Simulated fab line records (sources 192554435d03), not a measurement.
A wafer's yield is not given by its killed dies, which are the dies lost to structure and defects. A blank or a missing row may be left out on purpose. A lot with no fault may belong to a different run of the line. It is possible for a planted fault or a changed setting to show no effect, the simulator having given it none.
Which tool did it?    flow n5Finfet    27 wafers from 10 lots sampled at 5 of the route's 1938 steps

## WHAT EACH GAUGE READ, for each wafer
N5_MOL_CONTACT_COAG_THK_MEAS_29. Usual: MD_CAP_THK gives 17.88 nm (standard deviation 0.094).
lot   measured     on            MD_CAP_THK (nm)    flag
L883  day 5 03:05  filmMetro-01  17.83 17.90 17.94  
L885  day 5 19:46  filmMetro-01  17.69 17.83 17.72  
L888  day 6 11:56  filmMetro-02  17.99 17.93 18.01  
L889  day 6 16:02  filmMetro-02  17.90 17.99 17.94  
L891  day 7 10:07  filmMetro-01  17.87 17.91 18.05  
L896  day 8 14:41  filmMetro-01  17.98 17.69        
L897  day 8 17:20  filmMetro-01  17.74 17.91        
L898  day 8 22:58  filmMetro-02  17.70 17.67        
L901  day 9 16:23  filmMetro-01  17.93 17.71 17.89  
L902  day 9 23:02  filmMetro-02  18.02 18.05 18.01  

N5_BEOL_M4_RC_MEAS_101. Usual: DIBL_N 35.8 mV/V, standard deviation 1.7; DIBL_P 35.3 mV/V, standard deviation 2; IOFF_N 0.150 nA/um, standard deviation 0.026; IOFF_P 0.194 nA/um, standard deviation 0.029; ION_N 667 uA/um, standard deviation 11; ION_P 456 uA/um, standard deviation 7.1; SS_N 71.4 mV/dec, standard deviation 0.65; SS_P 73.1 mV/dec, standard deviation 0.64; VT_N 251 mV, standard deviation 3; VT_P -252 mV, standard deviation 3.2.
lot   measured      on         DIBL_N (mV/V)   DIBL_P (mV/V)   IOFF_N (nA/um)     IOFF_P (nA/um)     ION_N (uA/um)  ION_P (uA/um)  SS_N (mV/dec)   SS_P (mV/dec)   VT_N (mV)    VT_P (mV)       flag
L883  day 9 17:53   prober-01  36.5 32.5 35.6  36.8 32.0 36.5  0.156 0.103 0.150  0.193 0.136 0.190  678 649 675    461 447 466    72.2 70.9 71.2  73.0 71.8 74.1  253 258 250  -252 -258 -254  
L885  day 10 07:59  prober-02  36.1 36.0 37.7  36.4 36.0 37.8  0.148 0.150 0.173  0.197 0.196 0.228  663 671 666    452 462 457    71.0 71.1 72.4  73.3 73.4 74.0  252 253 247  -252 -255 -250  
L888  day 11 08:04  prober-02  33.9 31.8 34.2  32.9 31.0 33.7  0.125 0.097 0.125  0.150 0.135 0.157  669 644 662    448 443 453    71.4 69.8 71.0  72.4 72.2 72.5  255 256 253  -255 -257 -254  
L889  day 11 20:26  prober-02  34.8 35.6 34.6  34.4 35.2 33.4  0.118 0.126 0.110  0.165 0.167 0.152  659 649 638    450 448 445    70.4 71.1 70.9  72.9 72.2 72.4  254 254 257  -255 -256 -259  
L891  day 12 09:15  prober-01  36.8 36.0 36.3  35.8 34.6 36.0  0.160 0.148 0.154  0.220 0.216 0.232  670 672 666    466 463 463    71.6 71.1 71.7  73.3 73.3 73.3  251 250 250  -246 -245 -246  
L896  day 12 23:34  prober-01  36.5            34.9            0.155              0.184              661            453            71.7            73.5            251          -252            
L897  day 14 05:59  prober-01  36.9            34.6            0.161              0.204              677            466            71.9            73.9            249          -251            
L898  day 14 02:01  prober-02  37.0            36.5            0.162              0.206              678            464            71.6            73.9            249          -249            
L901  day 14 15:12  prober-02  36.4 35.6 38.0  34.8 34.5 37.2  0.156 0.137 0.190  0.168 0.160 0.194  648 665 679    436 450 455    72.4 71.5 72.3  73.4 73.4 74.3  254 251 248  -253 -254 -253  
L902  day 14 23:49  prober-01  36.1 38.2 34.3  35.1 36.6 31.9  0.165 0.209 0.121  0.231 0.262 0.186  666 691 652    467 470 458    71.9 71.8 70.9  72.7 73.3 72.6  245 243 251  -246 -244 -251  

## EACH LOT AND THE TOOL THAT RAN IT (in order: tool; ch and the chambers of the sampled wafers; start)
lot   N5_MOL_CONTACT_COAG_ETCH_110      N5_MOL_CONTACT_COAG_ANNEAL_113  N5_MOL_CONTACT_COAG_ALD_123
L883  rieDiel-04 ch 0,1,2, day 4 19:02  rtpAnneal-02 ch 0, day 4 21:49  aldSin-01 ch 0,1,3, day 5 03:37
L885  rieDiel-01 ch 1,3, day 5 08:43    rtpAnneal-02 ch 0, day 5 14:56  aldSin-02 ch 0,1, day 5 19:48
L888  rieDiel-04 ch 1,3, day 6 03:22    rtpAnneal-02 ch 0, day 6 06:42  aldSin-01 ch 0,1,2, day 6 12:17
L889  rieDiel-01 ch 1,2,3, day 6 07:34  rtpAnneal-02 ch 0, day 6 10:50  aldSin-02 ch 0,1,2, day 6 16:05
L891  rieDiel-03 ch 2,3, day 7 00:18    rtpAnneal-02 ch 0, day 7 04:51  aldSin-03 ch 1,2, day 7 10:10
L896  rieDiel-04 ch 0,2, day 8 01:28    rtpAnneal-02 ch 0, day 8 05:38  aldSin-02 ch 1,2, day 8 14:44
L897  rieDiel-01 ch 0,2, day 8 10:05    rtpAnneal-01 ch 0, day 8 12:37  aldSin-02 ch 1,3, day 8 18:10
L898  rieDiel-01 ch 0,1, day 8 13:17    rtpAnneal-02 ch 0, day 8 17:19  aldSin-02 ch 1,2, day 8 23:00
L901  rieDiel-01 ch 1,3, day 9 06:57    rtpAnneal-02 ch 0, day 9 10:19  aldSin-03 ch 0,1,3, day 9 17:16
L902  rieDiel-03 ch 0,1, day 9 14:07    rtpAnneal-01 ch 0, day 9 18:42  aldSin-01 ch 0,1,2, day 9 23:23
- N5_MOL_CONTACT_COAG_ETCH_110: etches Si in CF4/O2, target depth 2.5 nm, time 8 s.
- N5_MOL_CONTACT_COAG_ANNEAL_113: time 300 s.
- N5_MOL_CONTACT_COAG_ALD_123: deposits SiNx, target thk 5 nm, pulse time 1 s, purge time 2 s.

## WHAT THE TOOLS THEMSELVES READ (means of the sampled wafers that have a number; where no wafer has one, the mark that the record gives instead)
N5_MOL_CONTACT_COAG_ETCH_110. Usual: drypumpMotorCurrentA 5.9 A, standard deviation 0.46; oesProductAu 0.78 a.u., standard deviation 0.098; rfVppV 128.5 V, standard deviation 2.3; showerheadPlenumPTorr 2.20 Torr, standard deviation 0.065; throttleValvePct 10.8 %, standard deviation 0.3.
lot   tool        drypumpMotorCurrentA (A)  oesProductAu (a.u.)  rfVppV (V)  showerheadPlenumPTorr (Torr)  throttleValvePct (%)  flag
L883  rieDiel-04  6.0                       0.73                 130.8       2.22                          11.0                  
L885  rieDiel-01  5.8                       0.99                 127.3       2.18                          10.4                  
L888  rieDiel-04  6.0                       0.68                 131.4       2.22                          10.9                  
L889  rieDiel-01  6.1                       0.89                 128.2       2.17                          10.6                  
L891  rieDiel-03  5.7                       0.76                 127.8       2.20                          10.6                  
L896  rieDiel-04  5.8                       0.74                 128.8       2.19                          11.0                  
L897  rieDiel-01  6.5                       0.73                 125.7       2.23                          11.1                  
L898  rieDiel-01  6.1                       0.81                 127.2       2.23                          10.8                  
L901  rieDiel-01  5.8                       0.90                 128.6       2.17                          10.5                  
L902  rieDiel-03  5.3                       0.88                 128.2       2.22                          10.4                  

N5_MOL_CONTACT_COAG_ANNEAL_113. Usual: lampPowerPct 3.27 %, standard deviation 0.093; lamp_zone_2_pct 3.27 %, standard deviation 0.094; lamp_zone_5_pct 3.27 %, standard deviation 0.093; wafer_temp_C_max 401.8, standard deviation 0.41.
lot   tool          lampPowerPct (%)  lamp_zone_2_pct (%)  lamp_zone_5_pct (%)  wafer_temp_C_max  flag
L883  rtpAnneal-02  3.33              3.33                 3.33                 401.4             
L885  rtpAnneal-02  3.33              3.33                 3.33                 401.8             
L888  rtpAnneal-02  3.33              3.33                 3.34                 401.8             
L889  rtpAnneal-02  3.33              3.33                 3.33                 401.6             
L891  rtpAnneal-02  3.33              3.33                 3.33                 402.5             
L896  rtpAnneal-02  3.33              3.34                 3.34                 401.8             
L897  rtpAnneal-01  3.12              3.13                 3.12                 401.2             
L898  rtpAnneal-02  3.33              3.33                 3.33                 401.6             
L901  rtpAnneal-02  3.33              3.34                 3.33                 401.3             
L902  rtpAnneal-01  3.13              3.13                 3.13                 401.8             

N5_MOL_CONTACT_COAG_ALD_123. Usual: heaterPowerW 875 W, standard deviation 80; precursorPulseHeightRel 0.999, standard deviation 0.02.
lot   tool       heaterPowerW (W)  precursorPulseHeightRel  flag
L883  aldSin-01  958               1.016                    
L885  aldSin-02  797               0.998                    
L888  aldSin-01  954               0.996                    
L889  aldSin-02  813               1.004                    
L891  aldSin-03  849               1.015                    
L896  aldSin-02  852               0.998                    
L897  aldSin-02  851               0.996                    
L898  aldSin-02  838               1.005                    
L901  aldSin-03  913               1.011                    
L902  aldSin-01  946               0.991                    

## THE ANSWER, worked out from the rows above alone
Rule: lot off if the mean of its wafers having a number is beyond 3 standard deviations from the usual mean. Also off: a lot with no number at a reading for which 4 or more lots have one. The other lots that the step has rows for count as sound. First the gauges in route order, then the tools' own readings, where a lot's mean is used as printed above. The first step at which some lot is off is used, and at that step the reading that is off furthest; a lot without a number counts as furthest.
Nothing can be told from this: no lot is off at any reading shown.

## WHAT THE SIMULATOR HAD INSERTED
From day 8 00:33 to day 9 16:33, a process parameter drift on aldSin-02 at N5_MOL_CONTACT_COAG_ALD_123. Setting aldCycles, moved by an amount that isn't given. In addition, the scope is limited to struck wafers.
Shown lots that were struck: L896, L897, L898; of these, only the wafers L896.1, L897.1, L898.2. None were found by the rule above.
